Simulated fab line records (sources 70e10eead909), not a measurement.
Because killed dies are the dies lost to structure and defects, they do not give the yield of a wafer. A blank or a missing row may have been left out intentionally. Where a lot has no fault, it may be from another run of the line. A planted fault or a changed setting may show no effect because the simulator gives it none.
What tool caused it?    flow nand-harc    24 lots with 72 wafers sampled at 6 steps, on a route of 1302 steps

## WHAT EACH GAUGE READ, for each wafer
NHARC_A_ZERO_WELL_CD_MEAS_10 targets a cd of 2000 nm.
lot   measured      on         cd-nm (nm)
L074  day 7 00:48   cd-sem-03  1992.8 1998.9 1997.7
L075  day 7 08:13   cd-sem-03  2000.9 1996.7 1995.9
L076  day 7 13:40   cd-sem-02  1999.1 2003.3 1998.2
L077  day 8 07:56   cd-sem-02  2001.8 1998.5 2001.3
L078  day 8 09:54   cd-sem-02  2000.3 1996.5 1999.0
L079  day 8 23:25   cd-sem-02  2000.9 1999.9 1999.9
L081  day 9 14:43   cd-sem-02  1999.8 1999.4 2000.5
L080  day 9 15:52   cd-sem-01  2000.3 2002.7 2000.6
L082  day 10 04:11  cd-sem-02  1996.3 2000.9 1997.9
L083  day 10 20:57  cd-sem-02  2001.6 1997.2 1999.6
L084  day 11 09:32  cd-sem-02  1995.7 2002.2 2001.7
L085  day 11 18:04  cd-sem-02  1997.7 1993.8 1995.1
L087  day 12 01:44  cd-sem-03  1996.1 1998.0 1999.6
L086  day 12 02:30  cd-sem-03  1997.3 1993.6 1995.0
L088  day 12 21:40  cd-sem-03  1997.3 2001.4 2001.8
L089  day 12 22:27  cd-sem-02  2002.2 1997.9 1997.7
L090  day 13 12:01  cd-sem-02  1997.4 1998.3 1999.2
L091  day 13 22:15  cd-sem-03  1995.4 1995.3 1997.2
L092  day 14 03:24  cd-sem-03  1997.3 1995.7 2001.1
L093  day 14 15:51  cd-sem-03  2003.1 1998.7 2001.1
L094  day 14 23:04  cd-sem-01  1998.8 1997.3 1995.9
L095  day 15 14:25  cd-sem-03  1997.6 1996.9 1998.5
L096  day 15 22:58  cd-sem-02  1994.0 1997.9 1995.7
L097  day 16 05:04  cd-sem-02  1997.0 1999.7 2003.8

## EACH LOT AND THE TOOL THAT RAN IT (in order: tool; ch and the chambers of the sampled wafers; start)
lot   NHARC_P_M0_DESCUM_14                NHARC_P_M0_ANNEAL_30              NHARC_P_M2_PRE_CLEAN_30                  NHARC_P_BONDPAD_ETCH_37             NHARC_P_BONDPAD_PRE_CLEAN_26
L074  rie-diel-01 ch 0,1,3, day 6 07:50   rtp-anneal-02 ch 0, day 6 09:28   pvd-sputter-01, day 6 21:10 or earlier   rie-diel-05 ch 0,1,2, day 6 21:10   pvd-sputter-01, day 7 00:48 or earlier
L075  rie-diel-01 ch 0,2, day 6 15:32     rtp-anneal-02 ch 0, day 6 17:11   pvd-sputter-01, day 7 04:28 or earlier   rie-diel-05 ch 0,1, day 7 04:28     pvd-sputter-03, day 7 08:13 or earlier
L076  rie-diel-13 ch 0,1,2, day 6 21:01   rtp-anneal-01 ch 0, day 6 22:50   pvd-sputter-01, day 7 09:56 or earlier   rie-diel-12 ch 0,1,2, day 7 09:56   pvd-sputter-03, day 7 13:40 or earlier
L077  rie-diel-06 ch 0,2,3, day 7 15:13   rtp-anneal-02 ch 0, day 7 17:19   pvd-sputter-02, day 8 04:17 or earlier   rie-diel-07 ch 0,3, day 8 04:17     pvd-sputter-02, day 8 07:56 or earlier
L078  rie-diel-06 ch 1,2, day 7 17:20     rtp-anneal-01 ch 0, day 7 18:59   pvd-sputter-01, day 8 06:08 or earlier   rie-diel-05 ch 1,3, day 8 06:08     pvd-sputter-02, day 8 09:54 or earlier
L079  rie-diel-01 ch 0,1, day 8 06:08     rtp-anneal-01 ch 0, day 8 08:07   pvd-sputter-02, day 8 19:38 or earlier   rie-diel-07 ch 1,2,3, day 8 19:38   pvd-sputter-01, day 8 23:25 or earlier
L081  rie-diel-06 ch 1,2,3, day 8 22:10   rtp-anneal-01 ch 0, day 8 23:49   pvd-sputter-02, day 9 10:55 or earlier   rie-diel-05 ch 1,3, day 9 10:55     pvd-sputter-03, day 9 14:43 or earlier
L080  rie-diel-06 ch 0,2,3, day 8 23:33   rtp-anneal-01 ch 0, day 9 01:20   pvd-sputter-03, day 9 12:13 or earlier   rie-diel-12 ch 0,1,2, day 9 12:13   pvd-sputter-03, day 9 15:52 or earlier
L082  rie-diel-01 ch 0,1,3, day 9 11:05   rtp-anneal-01 ch 0, day 9 12:44   pvd-sputter-03, day 10 00:18 or earlier  rie-diel-12 ch 0,2, day 10 00:18    pvd-sputter-02, day 10 04:11 or earlier
L083  rie-diel-06 ch 1,2,3, day 10 03:24  rtp-anneal-02 ch 0, day 10 05:20  pvd-sputter-02, day 10 17:00 or earlier  rie-diel-12 ch 0,2, day 10 17:00    pvd-sputter-02, day 10 20:57 or earlier
L084  rie-diel-01 ch 0,2,3, day 10 11:47  rtp-anneal-01 ch 0, day 10 13:44  pvd-sputter-02, day 11 05:14 or earlier  rie-diel-12 ch 0,2,3, day 11 05:14  pvd-sputter-02, day 11 09:32 or earlier
L085  rie-diel-06 ch 0,1, day 10 20:30    rtp-anneal-02 ch 0, day 11 02:25  pvd-sputter-02, day 11 14:17 or earlier  rie-diel-05 ch 1,3, day 11 14:17    pvd-sputter-01, day 11 18:04 or earlier
L087  rie-diel-13 ch 0,1,2, day 11 09:05  rtp-anneal-02 ch 0, day 11 10:44  pvd-sputter-01, day 11 21:57 or earlier  rie-diel-07 ch 0,3, day 11 21:57    pvd-sputter-02, day 12 01:44 or earlier
L086  rie-diel-06 ch 0,2,3, day 11 09:21  rtp-anneal-02 ch 0, day 11 11:51  pvd-sputter-02, day 11 22:37 or earlier  rie-diel-07 ch 0,1,2, day 11 22:37  pvd-sputter-02, day 12 02:30 or earlier
L088  rie-diel-06 ch 0,2,3, day 12 03:55  rtp-anneal-02 ch 0, day 12 05:38  pvd-sputter-01, day 12 17:32 or earlier  rie-diel-05 ch 0,3, day 12 17:32    pvd-sputter-01, day 12 21:40 or earlier
L089  rie-diel-06 ch 1,3, day 12 04:36    rtp-anneal-01 ch 0, day 12 06:56  pvd-sputter-02, day 12 18:34 or earlier  rie-diel-12 ch 0,1,2, day 12 18:34  pvd-sputter-01, day 12 22:27 or earlier
L090  rie-diel-13 ch 0,1,2, day 12 19:22  rtp-anneal-02 ch 0, day 12 21:08  pvd-sputter-02, day 13 08:14 or earlier  rie-diel-12 ch 0,1,2, day 13 08:14  pvd-sputter-02, day 13 12:01 or earlier
L091  rie-diel-01 ch 2,3, day 13 05:34    rtp-anneal-01 ch 0, day 13 07:28  pvd-sputter-02, day 13 18:29 or earlier  rie-diel-12 ch 0,3, day 13 18:29    pvd-sputter-02, day 13 22:15 or earlier
L092  rie-diel-06 ch 0,3, day 13 10:53    rtp-anneal-02 ch 0, day 13 12:32  pvd-sputter-01, day 13 23:39 or earlier  rie-diel-07 ch 1,2, day 13 23:39    pvd-sputter-01, day 14 03:24 or earlier
L093  rie-diel-01 ch 1,2,3, day 13 22:20  rtp-anneal-01 ch 0, day 14 00:16  pvd-sputter-01, day 14 11:45 or earlier  rie-diel-12 ch 0,1,2, day 14 11:45  pvd-sputter-01, day 14 15:51 or earlier
L094  rie-diel-01 ch 0,1,2, day 14 06:12  rtp-anneal-01 ch 0, day 14 07:58  pvd-sputter-01, day 14 19:17 or earlier  rie-diel-07 ch 0,3, day 14 19:17    pvd-sputter-01, day 14 23:04 or earlier
L095  rie-diel-13 ch 1,2, day 14 21:40    rtp-anneal-01 ch 0, day 14 23:29  pvd-sputter-01, day 15 10:38 or earlier  rie-diel-12 ch 0,2,3, day 15 10:38  pvd-sputter-02, day 15 14:25 or earlier
L096  rie-diel-01 ch 0,1,2, day 15 06:08  rtp-anneal-01 ch 0, day 15 08:00  pvd-sputter-02, day 15 19:13 or earlier  rie-diel-05 ch 1,2,3, day 15 19:13  pvd-sputter-02, day 15 22:58 or earlier
L097  rie-diel-06 ch 0,3, day 15 12:22    rtp-anneal-01 ch 0, day 15 14:22  pvd-sputter-01, day 16 01:16 or earlier  rie-diel-07 ch 2,3, day 16 01:16    pvd-sputter-01, day 16 05:04 or earlier
- NHARC_P_M0_DESCUM_14: chemistry O2, time 3 s.
- NHARC_P_M0_ANNEAL_30: time 90 s.
- NHARC_P_M2_PRE_CLEAN_30: time 30 s.
- NHARC_P_BONDPAD_ETCH_37: etches the open film in N2/H2, target depth 60 nm, overetch 18 nm, time 65.91 s.
- NHARC_P_BONDPAD_PRE_CLEAN_26: time 30 s.

## WHAT THE TOOLS THEMSELVES READ (means of the sampled wafers that have a number; where no wafer has one, the mark that the record gives instead)
NHARC_P_M0_DESCUM_14.
lot   tool         drypump-motor-current-A (A)  oes-product-au (a.u.)  rf-vpp-V (V)  showerhead-plenum-p-Torr (Torr)  throttle-valve-pct (%)
L074  rie-diel-01  6.0                          0.992                  58.0          1.94                             11.304
L075  rie-diel-01  5.9                          0.988                  57.1          1.93                             11.312
L076  rie-diel-13  5.8                          1.009                  57.6          2.02                             11.314
L077  rie-diel-06  5.9                          0.990                  57.7          1.87                             11.313
L078  rie-diel-06  5.2                          0.992                  58.1          1.87                             11.305
L079  rie-diel-01  5.8                          0.995                  58.0          1.99                             11.312
L081  rie-diel-06  5.5                          0.984                  57.9          1.88                             11.320
L080  rie-diel-06  5.9                          0.992                  57.6          1.86                             11.320
L082  rie-diel-01  6.0                          0.997                  57.4          1.93                             11.315
L083  rie-diel-06  5.6                          0.982                  57.5          1.88                             11.317
L084  rie-diel-01  6.0                          1.006                  58.0          1.89                             11.304
L085  rie-diel-06  5.2                          0.995                  58.0          1.87                             11.315
L087  rie-diel-13  5.9                          0.992                  57.8          2.01                             11.320
L086  rie-diel-06  5.9                          0.986                  57.4          1.86                             11.316
L088  rie-diel-06  5.9                          0.988                  57.1          1.86                             11.303
L089  rie-diel-06  5.6                          0.989                  57.0          1.89                             11.312
L090  rie-diel-13  5.9                          0.995                  57.6          2.01                             11.313
L091  rie-diel-01  6.0                          1.012                  57.1          1.86                             11.302
L092  rie-diel-06  6.0                          0.985                  57.4          1.88                             11.305
L093  rie-diel-01  6.0                          1.014                  58.1          1.90                             11.300
L094  rie-diel-01  5.8                          1.011                  57.8          1.94                             11.314
L095  rie-diel-13  5.9                          1.010                  58.4          2.02                             11.315
L096  rie-diel-01  5.8                          1.013                  58.4          1.94                             11.322
L097  rie-diel-06  6.1                          0.979                  57.9          1.85                             11.309

NHARC_P_M0_ANNEAL_30.
lot   tool           wafer_temp_C_max
L074  rtp-anneal-02  226.39
L075  rtp-anneal-02  226.15
L076  rtp-anneal-01  226.17
L077  rtp-anneal-02  225.95
L078  rtp-anneal-01  226.34
L079  rtp-anneal-01  226.08
L081  rtp-anneal-01  225.82
L080  rtp-anneal-01  225.98
L082  rtp-anneal-01  226.12
L083  rtp-anneal-02  225.94
L084  rtp-anneal-01  225.77
L085  rtp-anneal-02  226.03
L087  rtp-anneal-02  226.01
L086  rtp-anneal-02  226.02
L088  rtp-anneal-02  226.32
L089  rtp-anneal-01  226.19
L090  rtp-anneal-02  225.72
L091  rtp-anneal-01  226.12
L092  rtp-anneal-02  226.22
L093  rtp-anneal-01  226.13
L094  rtp-anneal-01  225.93
L095  rtp-anneal-01  225.75
L096  rtp-anneal-01  226.12
L097  rtp-anneal-01  226.04

NHARC_P_M2_PRE_CLEAN_30.
lot   tool            heater-power-w (W)
L074  pvd-sputter-01  383
L075  pvd-sputter-01  403
L076  pvd-sputter-01  397
L077  pvd-sputter-02  378
L078  pvd-sputter-01  402
L079  pvd-sputter-02  370
L081  pvd-sputter-02  375
L080  pvd-sputter-03  403
L082  pvd-sputter-03  431
L083  pvd-sputter-02  372
L084  pvd-sputter-02  374
L085  pvd-sputter-02  367
L087  pvd-sputter-01  393
L086  pvd-sputter-02  379
L088  pvd-sputter-01  381
L089  pvd-sputter-02  381
L090  pvd-sputter-02  379
L091  pvd-sputter-02  389
L092  pvd-sputter-01  391
L093  pvd-sputter-01  389
L094  pvd-sputter-01  368
L095  pvd-sputter-01  386
L096  pvd-sputter-02  388
L097  pvd-sputter-01  398

NHARC_P_BONDPAD_ETCH_37.
lot   tool         drypump-motor-current-A (A)  oes-product-au (a.u.)  rf-vpp-V (V)  showerhead-plenum-p-Torr (Torr)  throttle-valve-pct (%)
L074  rie-diel-05  5.8                          1.001                  432.8         2.14                             14.167
L075  rie-diel-05  5.7                          0.997                  433.0         2.13                             14.168
L076  rie-diel-12  5.3                          1.010                  429.2         1.99                             14.170
L077  rie-diel-07  5.6                          0.997                  431.0         2.05                             14.175
L078  rie-diel-05  5.7                          0.995                  431.5         2.08                             14.165
L079  rie-diel-07  6.0                          0.993                  431.0         2.12                             14.166
L081  rie-diel-05  5.7                          0.987                  432.1         2.08                             14.165
L080  rie-diel-12  5.3                          0.993                  428.8         1.98                             14.178
L082  rie-diel-12  5.5                          1.012                  428.8         1.99                             14.185
L083  rie-diel-12  5.5                          1.010                  429.1         1.99                             14.168
L084  rie-diel-12  5.7                          1.009                  431.0         2.04                             14.179
L085  rie-diel-05  5.5                          0.998                  430.8         2.04                             14.165
L087  rie-diel-07  5.6                          1.003                  431.1         2.05                             14.160
L086  rie-diel-07  5.9                          0.986                  432.4         2.11                             14.172
L088  rie-diel-05  5.5                          1.010                  430.8         2.05                             14.168
L089  rie-diel-12  5.4                          1.000                  429.1         1.98                             14.169
L090  rie-diel-12  5.4                          0.998                  429.0         1.98                             14.167
L091  rie-diel-12  5.9                          0.997                  430.4         2.02                             14.161
L092  rie-diel-07  6.1                          1.011                  433.4         2.15                             14.177
L093  rie-diel-12  5.4                          0.993                  429.1         1.98                             14.160
L094  rie-diel-07  5.6                          0.993                  431.8         2.05                             14.173
L095  rie-diel-12  5.7                          0.997                  431.0         2.04                             14.167
L096  rie-diel-05  5.7                          1.001                  432.0         2.09                             14.171
L097  rie-diel-07  6.0                          0.997                  432.0         2.08                             14.173

NHARC_P_BONDPAD_PRE_CLEAN_26.
lot   tool            heater-power-w (W)
L074  pvd-sputter-01  398
L075  pvd-sputter-03  397
L076  pvd-sputter-03  416
L077  pvd-sputter-02  373
L078  pvd-sputter-02  374
L079  pvd-sputter-01  369
L081  pvd-sputter-03  407
L080  pvd-sputter-03  428
L082  pvd-sputter-02  376
L083  pvd-sputter-02  377
L084  pvd-sputter-02  380
L085  pvd-sputter-01  368
L087  pvd-sputter-02  375
L086  pvd-sputter-02  364
L088  pvd-sputter-01  387
L089  pvd-sputter-01  386
L090  pvd-sputter-02  389
L091  pvd-sputter-02  382
L092  pvd-sputter-01  398
L093  pvd-sputter-01  390
L094  pvd-sputter-01  402
L095  pvd-sputter-02  387
L096  pvd-sputter-02  385
L097  pvd-sputter-01  375

## THE ANSWER, worked out from the rows above alone
Rule: usual is defined by the lots themselves. The widest of any qualifying gaps counts: lots, ordered by their means at a reading, are off when they make up no more than a third of the lots, leave a main group of 4 or more, and stand apart from it by 3 or more times the standard deviation of that group's means. The tables above print the reading to a certain number of digits; a main group whose means all agree to those digits is not used. Also off: a lot with no number at a reading for which 4 or more lots have one. The other lots that the step has rows for count as sound. After the gauges, taken in route order, come the tools' own readings; for these a lot's mean is taken, as printed above. The first step at which some lot is off is used, and at that step the reading that is off furthest; a lot without a number counts as furthest.
No lot is off at any reading shown: from this, nothing can be told.

## WHAT THE SIMULATOR HAD PUT IN
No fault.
